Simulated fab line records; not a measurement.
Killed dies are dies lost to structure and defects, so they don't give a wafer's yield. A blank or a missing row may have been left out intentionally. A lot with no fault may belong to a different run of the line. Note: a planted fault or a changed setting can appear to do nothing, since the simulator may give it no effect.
Matching of chambers + flow nandHarc + cmp-03 running NHARC_A_CONTACT_CMP_20: 4 sister chambers
The step polishes, t overpolish 30 s, target thk 300 nm. 8 wafers are shown with their chamber, then 8 later ones without.

WAFERS, EACH WITH ITS CHAMBER
| wafer  | chamber | motorCurrentA (A) | timeToEndpointS (s) |
|--------|---------|-------------------|---------------------|
| L074.1 | 0       | 11.8              | 62                  |
| L076.4 | 3       | 14.7              | 66                  |
| L081.1 | 0       | 12.1              | 57                  |
| L081.6 | 1       | 12.8              | 52                  |
| L083.1 | 3       | 14.0              | 58                  |
| L083.2 | 2       | 11.0              | 54                  |
| L083.4 | 1       | 13.0              | 54                  |
| L086.1 | 2       | 11.1              | 59                  |

WAFERS WHOSE CHAMBER IS MISSING
| wafer  | motorCurrentA (A) | timeToEndpointS (s) |
|--------|-------------------|---------------------|
| L086.3 | 13.8              | 55                  |
| L086.5 | 10.9              | 54                  |
| L094.2 | 12.1              | 61                  |
| L094.4 | 14.9              | 60                  |
| L094.5 | 11.7              | 59                  |
| L095.3 | 14.1              | 62                  |
| L095.5 | 13.9              | 66                  |
| L095.6 | 11.6              | 61                  |

WHICH CHAMBER EACH ONE RAN IN
| wafer  | from the rows above     | in truth |
|--------|-------------------------|----------|
| L086.3 | can't be placed: 3 or 1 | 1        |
| L086.5 | 2                       | 2        |
| L094.2 | 0                       | 0        |
| L094.4 | 3                       | 3        |
| L094.5 | can't be placed: 0 or 2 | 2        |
| L095.3 | 3                       | 3        |
| L095.5 | 3                       | 3        |
| L095.6 | can't be placed: 0 or 2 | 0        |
Correct placement for 5 of the 8. Can't be placed from these rows: 3 (the true chamber is among the candidates in 3). Placed wrongly: 0.
How it was worked out, from the rows above alone: a wafer's distance from a chamber is the root of the sum, over the readings, of the square of ((its reading less the chamber's mean) divided by the reading's scatter). If the next closest chamber is less than 2 further off than the closest, the wafer can't be placed; otherwise it belongs to the closest. The mean given for a chamber averages the wafers shown for that chamber. The scatter: the root of (the sum of the squares of (reading less its chamber's mean) over the shown wafers, divided by (wafers less chambers)).
